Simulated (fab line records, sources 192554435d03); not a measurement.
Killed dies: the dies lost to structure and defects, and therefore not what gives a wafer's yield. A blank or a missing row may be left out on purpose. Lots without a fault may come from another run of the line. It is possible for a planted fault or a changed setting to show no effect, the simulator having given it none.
fab line records	flow n5Finfet
record lots=5	wafers=15	lastDay=16
route steps=1938 shown BEOL_M4@1099 BEOL_M5@1112 BEOL_M11@1539 PASSIVATION@1936
lots with no fault: from the same line, run without faults
startH: start of the lot's first displayed wafer, in hours after the record's first day	waitH: hours since the lot's step before	" repeats the value in the row above	L1.1+2: a single row standing in for several wafers	- no value, or no start was given	* or withheld: withheld	< > ~ a bound
route shown NAME@n: a module of which the file shows steps, and the number in the route of the first	usual: mean/standard deviation of fault-free wafers	same: alike in all rows	chamber/n: place in a boat	sites: each site's reading	_std_site: their standard deviation	_edge_site: inner sites' mean taken away from outer sites' mean	radiusMm: for every site, how far away it sits from the centre of the wafer	mask NAME#n: copy n	behind: the last tool/chamber to shape the wafer	hold: why the lot went on hold/how many hours it stayed there/how the hold came to an end	device: which transistor (n, p or np) failed to switch	end of line: the route-end tests of the same wafers	where a step has no rows: the recipe by itself	killed: dies lost to structure and defects at the first sort, not the wafer's yield	map: the dies of a wafer, with x for killed, . for not killed, _ for no die there
set.NAME: the setting the step ran with; set.NAME@STEP: the setting that earlier step ran with	model.NAME: the simulator's own value behind a step, which no gauge read
lots at selected steps of the route; one table per step, one row per wafer
services: the hour from which a tool's chamber was out of use, counted from the record's first day as startH (under 0 if before that day), plus the number of hours and why
## steps
# step N5_BEOL_M4_ANNEAL_95
# recipe tempC=400	timeS=240	ambient=vacuum
# step N5_BEOL_M4_SPUTTER_96
# recipe material=Cu	targetThkA=45	tempC=-20	chamberPressurePa=0.07	powerW=withheld	timeS=8.29
# step N5_BEOL_M4_ECD_50
# recipe material=Cu	targetThkA=3000
# step N5_BEOL_M4_ANNEAL_51
# recipe tempC=225	timeS=90	ambient=N2
# step N5_BEOL_M4_CMP_52
# recipe stopOn=SiOC	tOverpolishS=6.8	downForcePsi=1	platenRpm=50	clearingPlatenDownForcePsi=1.5	clearingPlatenRpm=50	postCmpClean=cuAlkaline	targetThkNm=40	clearingPlatenPadVelocityMS=0.99484	padVelocityMS=0.99484
# step N5_BEOL_M4_PRE_CLEAN_60
# recipe gas=NH3/H2	timeS=15	tempC=*	rfPowerW=300
# step N5_BEOL_M4_CO_CAP_55
# recipe material=Co	targetThkA=20	tempC=200	precursor=CCTBA/H2	pressureTorr=30	timeS=102.1
# step N5_BEOL_M4_PRE_CLEAN_56
# recipe gas=NH3	timeS=15	tempC=withheld	rfPowerW=300
# step N5_BEOL_M4_DEP_57
# recipe material=SiCN	targetThkA=80	tempC=withheld	precursor=3MS/NH3	pressureTorr=3	rfW=202	timeS=14
# step N5_BEOL_M4_RC_MEAS_101
# usual DIBL_N=36.0/1.6	DIBL_P=36.1/2	IOFF_N=0.160/0.029	IOFF_P=0.21/0.039	ION_N=675/13	ION_P=464/8.8	SS_N=71.5/0.58	SS_P=73.3/0.65	VT_N=250/3.3	VT_P=-249/3.6
lot.wafer	tool	chamber	startH	waitH	DIBL_N[mV/V]	DIBL_P[mV/V]	IOFF_N[nA/um]	IOFF_P[nA/um]	ION_N[uA/um]	ION_P[uA/um]	SS_N[mV/dec]	SS_P[mV/dec]	VT_N[mV]	VT_P[mV]
L103.1	prober-02	0	163.92	0.0	34.0	31.5	0.107	0.14	654	448	70.2	73.1	254	-256
L103.5	"	0	"	"	35.0	32.7	0.117	0.15	656	445	71.0	72.7	256	-255
L103.6	"	0	"	"	35.7	34.8	0.131	0.19	658	460	71.1	73.1	251	-252
L114.3	prober-01	0	236.55	0.3	37.6	38.9	0.199	0.28	697	488	71.8	73.8	247	-243
L114.4	"	0	"	"	35.5	35.7	0.150	0.22	671	464	71.2	73.6	251	-246
L114.6	"	0	"	"	36.2	37.1	0.167	0.24	683	474	71.8	73.1	248	-245
L117.1	prober-02	0	244.03	0.0	36.5	35.4	0.163	0.22	673	463	71.4	73.5	250	-248
L117.3	"	0	"	"	34.7	34.4	0.143	0.20	686	467	71.8	72.1	249	-251
L117.4	"	0	"	"	37.0	36.9	0.184	0.24	688	476	71.2	74.4	243	-245
L118.1	prober-01	0	264.87	0.0	36.4	35.4	0.150	0.17	661	451	70.8	73.2	249	-254
L118.4	"	0	"	"	37.1	36.9	0.173	0.20	675	453	71.7	73.7	247	-252
L118.5	"	0	"	"	39.3	38.7	0.223	0.23	694	459	71.8	73.7	244	-251
L119.4	prober-02	0	268.35	0.5	35.2	36.3	0.154	0.23	669	466	72.0	73.8	249	-247
L119.5	"	0	"	"	33.2	33.6	0.123	0.19	671	468	70.5	72.8	252	-247
L119.6	"	0	"	"	37.5	38.1	0.183	0.24	667	463	71.9	73.9	249	-249
# step N5_BEOL_M5_ILD_DEP_00
# recipe material=SiCOH_lowk	targetThkA=1406.4	tempC=300	precursor=DEMS/porogen	pressureTorr=5	rfW=500	timeS=25.9
# step N5_BEOL_M5_CURE_79
# recipe tempC=385	timeS=240	ambient=He/Ar	material=SiCOH_lowk
# step N5_BEOL_M5_PECVD_70
# recipe material=SiO2	targetThkA=160	tempC=400	precursor=TEOS/O2	pressureTorr=5.5	rfW=450	teosFlowSccm=53.8	gas=O2	flowSccm=3000	timeS=18
# step N5_BEOL_M5_HM_DEP_02
# recipe material=TiN	targetThkA=200	tempC=25	chamberPressurePa=0.49996
# step N5_BEOL_M5_COAT_59
# recipe resist=SOC	tempC=250	timeS=60	spinRpm=1500	resistThkNm=60
# step N5_BEOL_M5_COAT_60
# recipe resist=SiARC	tempC=220	timeS=60	spinRpm=1500	resistThkNm=12
# step N5_BEOL_M5_COAT_71
# recipe resist=underlayer	tempC=205	timeS=60	spinRpm=1500	resistThkNm=5
# step N5_BEOL_M5_COAT_05
# recipe resist=CAR-EUV	spinRpm=1500	resistThkNm=30
# step N5_BEOL_M5_EBR_07
# recipe solvent=PGMEA	ebrWidthMm=1.5
# step N5_BEOL_M5_SOFTBAKE_06
# recipe tempC=110	timeS=60	resist=CAR-EUV
# step N5_BEOL_M5_EXPOSE_08
# recipe maskId=M5	na=0.33	sourceShape=annular	sigmaInner=0.4	sigmaOuter=0.8	polarization=unpolarized	targetCdNm=28	doseMj=35.75
# step N5_BEOL_M5_PEB_09
# recipe pebTempC=100	pebTimeS=60	resist=CAR-EUV
# step N5_BEOL_M5_DEVELOP_10
# recipe developTimeS=30	developer=TMAH	resist=CAR-EUV	rinseLiquid=surfactantRinse	dry=airSpin	devTempC=23
# step N5_BEOL_M5_DESCUM_16
# recipe chemistry=O2	timeS=7	sourcePowerW=50	biasPowerW=20	pressureMtorr=20	rfFrequencyHz=2.712e+07	tempC=40	resist=CAR-EUV	o2FlowSccm=225
# step N5_BEOL_M5_ETCH_72
# recipe chemistry=N2/H2	target=underlayer	targetDepthA=65	maskMaterial=CAR-EUV	timeS=5.2	ionEnergyEv=200	pressureMtorr=30	sourceW=840	biasW=150	n2FlowSccm=200	h2FlowSccm=200	ends=cleared
# step N5_BEOL_M5_ETCH_61
# recipe chemistry=CF4	target=SiARC	targetDepthA=156	maskMaterial=CAR-EUV	timeS=26	ionEnergyEv=80	pressureMtorr=40	sourceW=545	biasW=36	Ar_flow_sccm=100	cf4FlowSccm=100	ends=cleared
# step N5_BEOL_M5_ETCH_62
# recipe chemistry=N2/H2	target=SOC	targetDepthA=750	overetchA=150	maskMaterial=SiARC	tempC=40	timeS=112.5	ionEnergyEv=200	pressureMtorr=30	sourceW=840	biasW=150	n2FlowSccm=200	h2FlowSccm=200
# step N5_BEOL_M5_STRIP_63
# recipe chemistry=N2/H2	tempC=40	n2FlowSccm=200	h2FlowSccm=200	rfFrequencyHz=6e+07
# step N5_BEOL_M5_STRIP_73
# recipe chemistry=N2/H2	tempC=40	n2FlowSccm=200	h2FlowSccm=200	rfFrequencyHz=6e+07
# step N5_BEOL_M5_STRIP_64
# recipe chemistry=CF4	resist=SiARC	powerW=300	biasPowerW=75	pressureMtorr=50	cf4FlowSccm=150	rfFrequencyHz=6e+07
# step N5_BEOL_M5_HM_OPEN_17
# recipe chemistry=Cl2/BCl3	targetDepthA=200	overetchA=60	target=TiN	maskMaterial=SOC	ionEnergyEv=150	pressureMtorr=10	icpW=1000	biasW=126	Cl2_flow_sccm=53.25	bcl3FlowSccm=21.75	Ar_flow_sccm=25
# step N5_BEOL_M5_STRIP_19
# recipe chemistry=O2	powerW=400	tempC=40	pressureMtorr=30	rfFrequencyHz=6e+07	biasPowerW=0	overashFraction=0.2	o2FlowSccm=225
# step N5_BEOL_M5_COAT_65
# recipe resist=SOC	tempC=250	timeS=60	spinRpm=1500	resistThkNm=60
# step N5_BEOL_M5_COAT_66
# recipe resist=SiARC	tempC=220	timeS=60	spinRpm=1500	resistThkNm=12
# step N5_BEOL_M11_PECVD_70
# recipe material=SiO2	targetThkA=200	tempC=400	precursor=TEOS/O2	pressureTorr=5.5	rfW=450	teosFlowSccm=53.8	gas=O2	flowSccm=3000	timeS=22.7
# usual chamberPressureTorr=5.500/0.012	heaterPowerOuterW=401/60	heaterPowerW=686/110	showerheadPlenumPTorr=8.76/0.039	throttleValvePct=22.6/1.1
lot.wafer	tool	chamber	startH	waitH	chamberPressureTorr	heaterPowerOuterW	heaterPowerW	showerheadPlenumPTorr	throttleValvePct
L103.1	pecvd-01	1	218.56	0.0	5.512	387	562	8.74	22.3
L103.5	"	2	"	"	5.540	356	640	8.75	22.3
L103.6	"	1	"	"	5.491	391	562	8.75	22.3
L114.3	pecvd-04	2	304.37	0.0	5.487	429	782	8.78	20.2
L114.4	"	0	"	"	5.485	385	721	8.72	22.8
L114.6	"	1	"	"	5.503	499	783	8.85	22.4
L117.1	pecvd-01	1	304.61	0.0	-	-	-	-	-
L117.3	"	0	"	"	-	-	-	-	-
L117.4	"	0	"	"	-	-	-	-	-
L118.1	pecvd-03	2	325.64	0.0	-	-	-	-	-
L118.4	"	0	"	"	-	-	-	-	-
L118.5	"	0	"	"	-	-	-	-	-
L119.4	pecvd-04	1	325.84	0.1	-	-	-	-	-
L119.5	"	0	"	"	-	-	-	-	-
L119.6	"	2	"	"	-	-	-	-	-
# step N5_PASSIVATION_PROBE_49
# usual defectLimitedYield=91.0/1.3	killed_at_M0_to_M3=36/9.5	killed_at_M4_up=14/5.6	killedAtContacts=12/6.4	killedAtFrontEnd=40/10	killedAtOther=3.2/3	killedDies=107/15	killedOnRim=15/4.5	killedOpen=69/12	killedShort=35/7.7	sort_bin_5_function=5.3/0.91	sort_bin_6_memory=3.3/0.65	sortNPass=1073/15	sortYieldPct=91.0/1.3
# same grossDies=1180	killedAtBackSide=0	sort_bin_4_leakage[%]=0	sort_bin_8_speed[%]=0
lot.wafer	tool	chamber	startH	waitH	defectLimitedYield[%]	killed_at_M0_to_M3	killed_at_M4_up	killedAtContacts	killedAtFrontEnd	killedAtOther	killedDies	killedOnRim	killedOpen	killedShort	sort_bin_5_function[%]	sort_bin_6_memory[%]	sortNPass	sortYieldPct[%]
L114.3	prober-01	-	354.78	0.1	89.6	52	16	13	38	4	123	24	78	43	6.3	4.1	1057	89.6
L114.4	prober-01	-	354.83	0.2	90.7	36	15	20	39	0	110	13	73	36	5.8	3.2	1070	90.7
L114.6	prober-01	-	354.93	0.3	92.4	23	14	20	31	2	90	10	67	22	4.8	2.6	1090	92.4
L117.1	prober-02	-	358.16	0.0	62.4	55	338	4	44	3	444	76	84	41	33.0	4.5	736	62.4
L117.3	prober-02	-	358.26	0.1	61.9	45	341	8	53	3	450	24	79	41	34.0	3.5	730	61.9
L117.4	prober-02	-	358.31	0.2	63.0	29	358	6	38	6	437	20	74	31	33.1	3.5	743	63.0
L119.4	prober-01	-	382.06	0.2	61.1	47	330	24	45	13	459	28	82	63	34.4	4.2	721	61.1
L119.5	prober-01	-	382.11	0.2	63.6	44	338	23	22	2	429	106	73	31	32.6	3.6	751	63.6
L119.6	prober-01	-	382.16	0.3	61.6	42	356	14	28	13	453	125	76	35	34.2	3.7	727	61.6
L118.1	prober-02	-	385.74	0.0	64.0	27	328	6	58	6	425	102	58	41	31.6	3.5	755	64.0
L118.4	prober-02	-	385.89	0.2	65.0	24	332	16	39	2	413	115	75	24	31.5	3.2	767	65.0
L118.5	prober-02	-	385.94	0.2	62.9	30	360	12	30	6	438	109	78	32	33.1	4.1	742	62.9
# killed by level:class
L114.3 BEOL_M0_SAQP:geometricParticle:open=18 BEOL_M0_SAQP:geometricParticle:short=12 MOL_CONTACT_COAG:geometricParticle:open=10 STI_FIN_REVEAL:geometricParticle:open=7 GATE_CUT:geometricParticle:short=6 BEOL_M4:geometricParticle:open=6 FIN_SAQP:geometricParticle:short=5 BEOL_M1:geometricParticle:short=5
L114.4 MOL_CONTACT_COAG:geometricParticle:open=17 BEOL_M3:geometricParticle:open=11 BEOL_M4:geometricParticle:open=9 ILD0:geometricParticle:short=7 BEOL_M0_SAQP:geometricParticle:short=7 FIN_SAQP:geometricParticle:short=5 STI_FIN_REVEAL:geometricParticle:open=5 DUMMY_GATE:geometricParticle:open=5
L114.6 MOL_CONTACT_COAG:geometricParticle:open=16 STI_FIN_REVEAL:geometricParticle:open=8 BEOL_M3:geometricParticle:open=7 BEOL_M1:geometricParticle:open=6 BEOL_M4:geometricParticle:open=6 GATE_CUT:geometricParticle:short=5 FIN_SAQP:geometricParticle:open=4 ILD0:geometricParticle:open=4
L117.1 BEOL_M11:areaPecvd=319 BEOL_M1:geometricParticle:open=20 STI_FIN_REVEAL:geometricParticle:open=14 BEOL_M0_SAQP:geometricParticle:short=10 BEOL_M0_SAQP:geometricParticle:open=8 FIN_SAQP:geometricParticle:short=7 BEOL_M2:geometricParticle:open=6 GATE_CUT:geometricParticle:short=5
L117.3 BEOL_M11:areaPecvd=325 STI_FIN_REVEAL:geometricParticle:open=16 BEOL_M1:geometricParticle:short=10 FIN_SAQP:geometricParticle:open=9 BEOL_M2:geometricParticle:open=8 BEOL_M4:geometricParticle:open=7 BEOL_M0_SAQP:geometricParticle:short=7 MOL_CONTACT_COAG:geometricParticle:open=6
L117.4 BEOL_M11:areaPecvd=331 STI_FIN_REVEAL:geometricParticle:open=10 BEOL_M1:geometricParticle:open=9 BEOL_M4:geometricParticle:open=9 FIN_SAQP:geometricParticle:open=8 BEOL_M0_SAQP:geometricParticle:short=6 FIN_SAQP:geometricParticle:short=5 DUMMY_GATE:geometricParticle:open=4
L119.4 BEOL_M11:areaPecvd=308 MOL_CONTACT_COAG:geometricParticle:open=18 BEOL_M0_SAQP:geometricParticle:short=14 FIN_SAQP:geometricParticle:short=10 BEOL_M0_SAQP:geometricParticle:open=7 GATE_CUT:geometricParticle:short=7 BEOL_M0:geometricParticle:open=7 BEOL_M1:geometricParticle:open=7
L119.5 BEOL_M11:areaPecvd=323 MOL_CONTACT_COAG:geometricParticle:open=15 BEOL_M0_SAQP:geometricParticle:short=11 FIN_SAQP:geometricParticle:open=10 BEOL_M1:geometricParticle:open=7 MOL_CONTACT_COAG:geometricParticle:short=6 BEOL_M5:geometricParticle:open=6 BEOL_M3:geometricParticle:open=5
L119.6 BEOL_M11:areaPecvd=339 MOL_CONTACT_COAG:geometricParticle:open=13 FIN_SAQP:geometricParticle:open=11 BEOL_M0_SAQP:geometricParticle:short=11 BEOL_M1:geometricParticle:open=9 GATE_CUT:geometricParticle:short=6 PAD_METAL:geometricParticle:open=5 BEOL_M0_SAQP:geometricParticle:open=5
L118.1 BEOL_M11:areaPecvd=316 FIN_SAQP:geometricParticle:short=16 FIN_SAQP:geometricParticle:open=13 HKMG_FIN:areaEtch=7 STI_FIN_REVEAL:geometricParticle:open=6 DUMMY_GATE:geometricParticle:open=6 BEOL_M1:geometricParticle:open=6 MOL_CONTACT_COAG:geometricParticle:open=5
L118.4 BEOL_M11:areaPecvd=311 STI_FIN_REVEAL:geometricParticle:open=13 BEOL_M2:geometricParticle:open=13 MOL_CONTACT_COAG:geometricParticle:open=12 BEOL_M4:geometricParticle:open=6 DUMMY_GATE:geometricParticle:open=5 DUMMY_GATE:geometricParticle:short=4 BEOL_M4:geometricParticle:short=4
L118.5 BEOL_M11:areaPecvd=327 BEOL_M4:geometricParticle:open=19 MOL_CONTACT_COAG:geometricParticle:open=11 FIN_SAQP:geometricParticle:open=10 BEOL_M2:geometricParticle:open=7 BEOL_M0_SAQP:geometricParticle:short=6 STI_FIN_REVEAL:geometricParticle:open=5 BEOL_M0_SAQP:geometricParticle:open=5
# map L117.3 (x killed, . not)
_________________........xx..________________
______________...........x.x.x.._____________
___________.x.x......x.x...x....x..__________
__________.............x..........x._________
________...xx.x..x.xx.x..x...xx...x..._______
_______x..x..xx.......x.......xxx.xx...______
______.....xx...x....x...x..x..x.xx....x_____
_____.........x...xxx.xxxxx..x..x....x...____
____xx.x.....xx.x...xx.xxxx..x..xx....xx..___
___......x.x......xxxxx...xxxxx..x.x.x...x.__
___...........xx..xxxx.xxxxxxxxxx...xx..x.x__
__.........x..x.x...xx.x.xxxxx..xxxxxx......_
__.x.....x.x....x.xx..x.xx.xx...xx..xx..x.x._
_........x.x.x.xxx.xxxxxxxxxxxxxx.xxxxx..x...
_..........xx.x...xx.x..xx.xxxxxx..xx........
_......x.x.x.x.xx..xxxx..xxxx....xxx.xxx...x.
_.............xx.xxxxxxxxxxx.x...x..x..x....x
_.............x..xxxxxxxxx.xxx.xx.xxx.x.x....
_.x....x......xx.xxxxxxx.xx.xxxxxxx..xxx....x
_...x...x...xxx.xxxxxxx.xxxxxx.x.x.x.....x...
_.......x..xx.xxxxxxxxxx.xxxx.xxxx...xxxx....
__.x..x.x.....x.xx....xx.xxxx.xxx.x.xx..x..._
__.x....x...xxx...x...xxxxxxxx...xxxxx.xx.x._
___........x..xx.x..x.xxx.xxx.xxxxxx......x__
___...x.x..xxx.x...x.xxxxx.x..xx.x......x..__
____.........x.x.x.xxx.xxx.x..x.x...xx....___
_____x.x....x............x......xx....x..____
______....x..xxx.......x.xxx...x..x....._____
_______....x.......x..xx...xxxxx.x.x...______
________.............................._______
__________...x..x....xxxxxxxx.....x._________
___________.............x.x....x...__________
______________...............x.._____________
_________________.x.......x..________________
# map L118.5 (x killed, . not)
_________________.x..xx...x..________________
______________...xx...x......x.x_____________
___________xx....xxx...........xx..__________
__________.x...xxx..............xx.x_________
________xx.xx...x........x.....x...x.x_______
_______xxx.xx..x............x..x....x..______
______xxx.....xxx.......x..x....x..x..xx_____
_____xx.xx..x..x..x...............x..xxxx____
____..xx..........x.x...............x....x___
___xx.x.x.....xx.......x.x..x...........x..__
___xxxx..xx..xx....x............x.x...xxxx.__
__xxxxxx...x.........x....x.x.x...x.....xx.._
__xxxx...x..x...xx..x.......xx.....x.xx...xx_
_xx....xx.x.x.x....x..x...............x..xxxx
_xxx.x.x.x..........................xx..xx..x
_xxxxx..x........x.........................x.
_xxxx...x.x...x.........x..x............x..xx
_xxxx...x.x..............x.....x......x.x..x.
_xx..xxxxxx.x.x........x.....x.......x.......
_xx.xxxx...............x..................xxx
_xx.xxxx.x..x..........x...x.x.....x..x...xx.
__x.xx....x.............x..x............x.xx_
__xxxxx..xxx........x..........x.....x.x...._
___xx.x.x.x......x.....x.x..x.......x.xx..x__
___xxxxxxx.x......x.....x..xx.....x...xx.xx__
____.xxxxxxxx.xx...x.......x.....x...xxxx.___
_____xxxxx....x.x.....xx.......xx..xxxxxx____
______xxxx.x.xx.x.xxx....x..xx..xx.xxxxx_____
_______xx.xx.xx.x.x.x.xxxx.x.x.xxxxxx.x______
________xx.xx.x..xx.xx.xx...xxxxx.xxxx_______
__________xxxxxxxxx..xxx.xxxxxx..xxx_________
___________xxxxxxxx.xxx.x.xxxxxxxxx__________
______________xxxxxxxxxxxxxxxx.x_____________
_________________xxxxxxxxxx.x________________
## services
tool	chamber	startH	hours	kind
pecvd-04	2	202.40	-	clean
pecvd-04	2	202.40	-	consumableReplace:showerhead
pecvd-04	2	202.40	29.0	scheduledDown
pecvd-04	2	202.40	29.0	ventCycle
pecvd-01	0	212.78	2.1	scheduledDown
pecvd-03	0	215.13	5.5	scheduledDown
pecvd-04	-	229.27	2.6	repair
pecvd-04	1	255.80	14.1	repair
pecvd-03	0	300.29	4.7	repair
pecvd-03	1	319.50	25.3	repair
## key
firstSign step=N5_BEOL_M11_PECVD_70	reading=toolRecord	direction=missing
effect step=N5_PASSIVATION_PROBE_49	reading=killed_at_M4_up	direction=up	sigmas=58	usual=14	struck=342
moreKillsBornAt N5_BEOL_M11_PECVD_70@pecvd-01=975	N5_BEOL_M11_PECVD_70@pecvd-04=970	N5_BEOL_M11_PECVD_70@pecvd-03=954
metAt N5_BEOL_M11_PECVD_70
struckWafers L117.1,L117.3,L117.4,L118.1,L118.4,L118.5,L119.4,L119.5,L119.6
onsetBetween 218.56 304.61
fault kind=skippedStepWhole	tool=pecvd-01,pecvd-03,pecvd-04	chamber=-	onsetH=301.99	steps=N5_BEOL_M11_PECVD_70	scope=struckLotsOnly
